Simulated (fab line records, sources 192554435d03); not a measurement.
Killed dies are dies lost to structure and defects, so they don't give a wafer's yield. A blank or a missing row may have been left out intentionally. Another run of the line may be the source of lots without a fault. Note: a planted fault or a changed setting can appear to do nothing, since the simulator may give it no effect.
Which tool did it? | flow n5Finfet | 9 lots, 27 wafers sampled, at 5 steps of a route of 1938

## WHAT EACH GAUGE READ, for each wafer
N5_GATE_CUT_INSPECT_15: inspects for defects (brightfield). Usual: rawDefectCount 117, standard deviation 37.
lot  | measured     | on               | rawDefectCount | flag
L939 | day 5 01:41  | defectInspect-01 | 52 85 81       | 
L940 | day 5 04:13  | defectInspect-01 | 80 86 80       | 
L942 | day 5 14:39  | defectInspect-01 | 96 152 122     | 
L945 | day 6 07:27  | defectInspect-02 | 93 96 91       | 
L948 | day 7 02:05  | defectInspect-01 | 121 97 135     | 
L949 | day 7 04:47  | defectInspect-02 | 169 157 166    | 
L953 | day 8 05:57  | defectInspect-01 | 89 107 74      | 
L959 | day 9 18:29  | defectInspect-02 | 101 134 106    | 
L960 | day 10 01:25 | defectInspect-01 | 87 61 96       | 

N5_BEOL_M4_RC_MEAS_101. Usual: DIBL_N 36.0 mV/V, standard deviation 1.8; DIBL_P 36.3 mV/V, standard deviation 2.4; IOFF_N 0.16 nA/um, standard deviation 0.035; IOFF_P 0.21 nA/um, standard deviation 0.036; ION_N 673 uA/um, standard deviation 13; ION_P 461 uA/um, standard deviation 7.2; SS_N 71.4 mV/dec, standard deviation 0.6; SS_P 73.2 mV/dec, standard deviation 0.7; VT_N 250 mV, standard deviation 4; VT_P -250.9 mV, standard deviation 2.9.
lot  | measured     | on        | DIBL_N (mV/V)  | DIBL_P (mV/V)  | IOFF_N (nA/um) | IOFF_P (nA/um) | ION_N (uA/um) | ION_P (uA/um) | SS_N (mV/dec)  | SS_P (mV/dec)  | VT_N (mV)   | VT_P (mV)            | flag
L939 | day 8 20:15  | prober-02 | 36.7 34.7 39.2 | 38.2 33.9 41.4 | 0.19 0.14 0.25 | 0.25 0.17 0.32 | 675 666 693   | 465 457 473   | 72.5 72.2 72.8 | 73.7 72.5 74.6 | 248 250 242 | -248.4 -252.9 -245.7 | 
L940 | day 8 23:30  | prober-01 | 36.3 35.8 38.5 | 37.4 37.5 40.0 | 0.17 0.16 0.23 | 0.21 0.22 0.26 | 683 672 702   | 462 468 475   | 71.5 70.7 71.8 | 73.8 72.9 73.9 | 248 250 245 | -249.2 -247.8 -246.1 | 
L942 | day 9 10:52  | prober-02 | 33.9 37.5 35.4 | 34.9 37.1 36.2 | 0.13 0.19 0.15 | 0.17 0.20 0.19 | 674 668 678   | 461 455 470   | 70.4 72.0 71.5 | 73.2 73.4 73.2 | 254 248 249 | -250.4 -251.0 -250.7 | 
L945 | day 10 07:46 | prober-02 | 36.7 36.1 37.2 | 37.7 36.2 37.3 | 0.18 0.16 0.17 | 0.24 0.20 0.22 | 675 673 670   | 466 461 464   | 71.9 71.7 72.3 | 74.2 74.1 74.1 | 250 252 252 | -244.6 -250.6 -246.3 | 
L948 | day 11 04:19 | prober-02 | 36.3 34.5 36.6 | 37.7 34.6 37.1 | 0.18 0.15 0.19 | 0.22 0.18 0.21 | 682 671 683   | 457 456 464   | 71.2 70.8 71.7 | 74.1 72.5 73.6 | 248 248 244 | -251.5 -252.5 -253.3 | 
L949 | day 10 11:23 | prober-01 | 35.3 34.6 32.8 | 35.9 35.0 32.3 | 0.13 0.13 0.10 | 0.21 0.19 0.15 | 668 673 657   | 464 473 458   | 70.6 70.6 70.4 | 73.9 73.0 71.3 | 255 253 259 | -250.9 -252.9 -252.3 | 
L953 | day 12 00:50 | prober-02 | 37.1 34.1 35.4 | 38.8 35.2 36.9 | 0.18 0.12 0.13 | 0.21 0.16 0.17 | 677 658 653   | 459 452 448   | 71.9 70.2 71.9 | 73.7 72.8 72.6 | 249 256 256 | -252.9 -257.1 -255.8 | 
L959 | day 14 04:22 | prober-01 | 36.3 36.6 35.2 | 34.9 36.3 33.6 | 0.15 0.15 0.13 | 0.20 0.22 0.17 | 679 671 661   | 465 459 450   | 71.5 70.9 71.0 | 73.1 73.6 71.9 | 246 249 250 | -251.2 -251.9 -253.3 | 
L960 | day 14 07:43 | prober-02 | 37.5 37.7 36.6 | 39.3 39.7 38.0 | 0.18 0.18 0.16 | 0.24 0.25 0.23 | 691 680 685   | 475 471 474   | 71.0 72.0 71.1 | 73.8 74.1 73.4 | 246 247 246 | -246.5 -247.2 -248.1 | 

## EACH LOT AND THE TOOL THAT RAN IT (in order: tool; ch and the chambers of the sampled wafers; start)
lot  | N5_HKMG_FIN_STRIP_34             | N5_HKMG_FIN_STRIP_89             | N5_GATE_CUT_CUT_ETCH_53
L939 | rieDiel-01 ch 1,2,3, day 4 17:35 | rieDiel-01 ch 2,3, day 4 18:47   | rieMetal-01 ch 0,1, day 5 02:14
L940 | rieDiel-06 ch 0,1, day 4 20:22   | rieDiel-06 ch 0,1,3, day 4 21:33 | rieMetal-03 ch 0,1, day 5 04:40
L942 | rieDiel-05 ch 0,1,3, day 5 06:42 | rieDiel-01 ch 0,1,2, day 5 07:48 | rieMetal-02 ch 0,1, day 5 15:05
L945 | rieDiel-05 ch 0,2,3, day 5 23:25 | rieDiel-05 ch 0,1,3, day 6 00:35 | rieMetal-02 ch 0,1, day 6 07:57
L948 | rieDiel-01 ch 0,2, day 6 18:13   | rieDiel-06 ch 0,2,3, day 6 19:19 | rieMetal-03 ch 0,1, day 7 02:34
L949 | rieDiel-05 ch 1,2,3, day 6 20:46 | rieDiel-01 ch 2,3, day 6 21:52   | rieMetal-01 ch 0,1, day 7 05:12
L953 | rieDiel-05 ch 1,2, day 7 21:47   | rieDiel-01 ch 2,3, day 7 22:53   | rieMetal-01 ch 1, day 8 06:27
L959 | rieDiel-01 ch 1,2,3, day 9 10:19 | rieDiel-01 ch 0,1,2, day 9 11:34 | rieMetal-01 ch 1, day 9 18:55
L960 | rieDiel-06 ch 0,1,3, day 9 17:26 | rieDiel-06 ch 0,1,3, day 9 18:38 | rieMetal-01 ch 0,1, day 10 01:55
- N5_HKMG_FIN_STRIP_34: strips in CF4.
- N5_HKMG_FIN_STRIP_89: strips SOC in N2/H2, time 20 s.
- N5_GATE_CUT_CUT_ETCH_53: etches W in SF6/Cl2, target depth 79.2 nm.

## AS READ BY THE TOOLS THEMSELVES (means over the sampled wafers that have a number; for cases with no such wafer, the mark the record gives instead)
N5_HKMG_FIN_STRIP_34. Usual: drypumpMotorCurrentA 5.6 A, standard deviation 0.55; oesProductAu 0.76 a.u., standard deviation 0.071; powerW 300.1 W, standard deviation 0.92; rfVppV 270.9 V, standard deviation 1.2; showerheadPlenumPTorr 1.78 Torr, standard deviation 0.039; throttleValvePct 13.56 %, standard deviation 0.24.
lot  | tool       | drypumpMotorCurrentA (A) | oesProductAu (a.u.) | powerW (W) | rfVppV (V) | showerheadPlenumPTorr (Torr) | throttleValvePct (%) | flag
L939 | rieDiel-01 | 5.5                      | 0.77                | 300.1      | 270.6      | 1.80                         | 13.42                | 
L940 | rieDiel-06 | 5.4                      | 0.78                | 299.7      | 270.3      | 1.78                         | 13.65                | 
L942 | rieDiel-05 | 6.0                      | 0.78                | 301.0      | 271.9      | 1.79                         | 13.61                | 
L945 | rieDiel-05 | 5.9                      | 0.77                | 301.0      | 272.4      | 1.81                         | 13.52                | 
L948 | rieDiel-01 | 5.4                      | 0.83                | 299.0      | 269.9      | 1.77                         | 13.45                | 
L949 | rieDiel-05 | 5.8                      | 0.70                | 299.0      | 272.0      | 1.81                         | 13.72                | 
L953 | rieDiel-05 | 5.6                      | 0.69                | 300.5      | 270.4      | 1.79                         | 13.67                | 
L959 | rieDiel-01 | 5.6                      | 0.84                | 299.7      | 270.7      | 1.79                         | 13.32                | 
L960 | rieDiel-06 | 5.3                      | 0.72                | 300.1      | 270.0      | 1.74                         | 13.81                | 

N5_HKMG_FIN_STRIP_89. Usual: drypumpMotorCurrentA 5.6 A, standard deviation 0.57; oesProductAu 0.76 a.u., standard deviation 0.076; powerW 500.1 W, standard deviation 1.5; rfVppV 54.2 V, standard deviation 0.86; showerheadPlenumPTorr 3.32 Torr, standard deviation 0.075; throttleValvePct 19.0 %, standard deviation 0.42.
lot  | tool       | drypumpMotorCurrentA (A) | oesProductAu (a.u.) | powerW (W) | rfVppV (V) | showerheadPlenumPTorr (Torr) | throttleValvePct (%) | flag
L939 | rieDiel-01 | 6.0                      | 0.84                | 500.8      | 54.4       | 3.39                         | 18.6                 | 
L940 | rieDiel-06 | 5.3                      | 0.77                | 501.4      | 54.5       | 3.28                         | 19.2                 | 
L942 | rieDiel-01 | 5.5                      | 0.83                | 500.1      | 55.1       | 3.35                         | 18.6                 | 
L945 | rieDiel-05 | 6.0                      | 0.77                | 499.5      | 54.2       | 3.36                         | 19.0                 | 
L948 | rieDiel-06 | 5.9                      | 0.72                | 500.4      | 54.0       | 3.26                         | 19.3                 | 
L949 | rieDiel-01 | 5.6                      | 0.74                | 500.4      | 54.7       | 3.35                         | 19.0                 | 
L953 | rieDiel-01 | 5.6                      | 0.73                | 499.7      | 54.4       | 3.35                         | 19.0                 | 
L959 | rieDiel-01 | 5.5                      | 0.79                | 499.8      | 53.5       | 3.33                         | 18.7                 | 
L960 | rieDiel-06 | 5.3                      | 0.73                | 498.8      | 53.8       | 3.26                         | 19.3                 | 

N5_GATE_CUT_CUT_ETCH_53. Usual: drypumpMotorCurrentA 6.07 A, standard deviation 0.29; etchRfOnTimeS 26.3 s, standard deviation 0.51; oesProductAu 0.72 a.u., standard deviation 0.1; throttleValvePct 28.87 %, standard deviation 0.25.
lot  | tool        | drypumpMotorCurrentA (A) | etchRfOnTimeS (s) | oesProductAu (a.u.) | throttleValvePct (%) | flag
L939 | rieMetal-01 | 5.56                     | 25.9              | 0.73                | 28.79                | 
L940 | rieMetal-03 | 6.23                     | 26.3              | 0.69                | 28.68                | 
L942 | rieMetal-02 | 6.17                     | 25.7              | 0.87                | 29.01                | 
L945 | rieMetal-02 | 6.17                     | 25.8              | 0.84                | 29.02                | 
L948 | rieMetal-03 | 6.22                     | 26.5              | 0.68                | 28.69                | 
L949 | rieMetal-01 | 5.84                     | 26.3              | 0.72                | 29.02                | 
L953 | rieMetal-01 | 6.12                     | 26.5              | 0.73                | 29.24                | 
L959 | rieMetal-01 | 6.13                     | 22.3              | 0.80                | 29.26                | OFF
L960 | rieMetal-01 | 5.84                     | 24.0              | 0.76                | 29.03                | OFF

## THE ANSWER, worked out from the rows above alone
Rule: lot off if the mean of its wafers having a number is beyond 3 standard deviations from the usual mean. Also off: a lot with no number at a reading for which 4 or more lots have one. All remaining lots with rows at the step are treated as sound. The gauges are gone through in route order, then the tools' own readings, and for those a lot's mean is taken as printed above. The first step at which some lot is off is used, and at that step the reading that is off furthest; a lot without a number counts as furthest.
Off: L959, L960 (N5_GATE_CUT_CUT_ETCH_53, etchRfOnTimeS).
A tool fits if, at that step or a process step before it, it ran every lot that is off, and no sound lot after the first of them. One fits: N5_GATE_CUT_CUT_ETCH_53 on rieMetal-01. A fault onset in the window from L953 (day 8 06:27, its last sound lot) to L959 (day 9 18:55, its first lot off) fits.
On the lots that are off, the tool's own readings at N5_GATE_CUT_CUT_ETCH_53 differ by more than 5 times the standard deviation of the sound lots' means, which bears it out; etchRfOnTimeS reads 23.1 s there versus 26.1 s on the sound lots.

## WHAT THE SIMULATOR HAD INSERTED
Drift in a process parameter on rieMetal-01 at N5_GATE_CUT_CUT_ETCH_53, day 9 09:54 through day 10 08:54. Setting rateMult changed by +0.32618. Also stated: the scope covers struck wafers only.
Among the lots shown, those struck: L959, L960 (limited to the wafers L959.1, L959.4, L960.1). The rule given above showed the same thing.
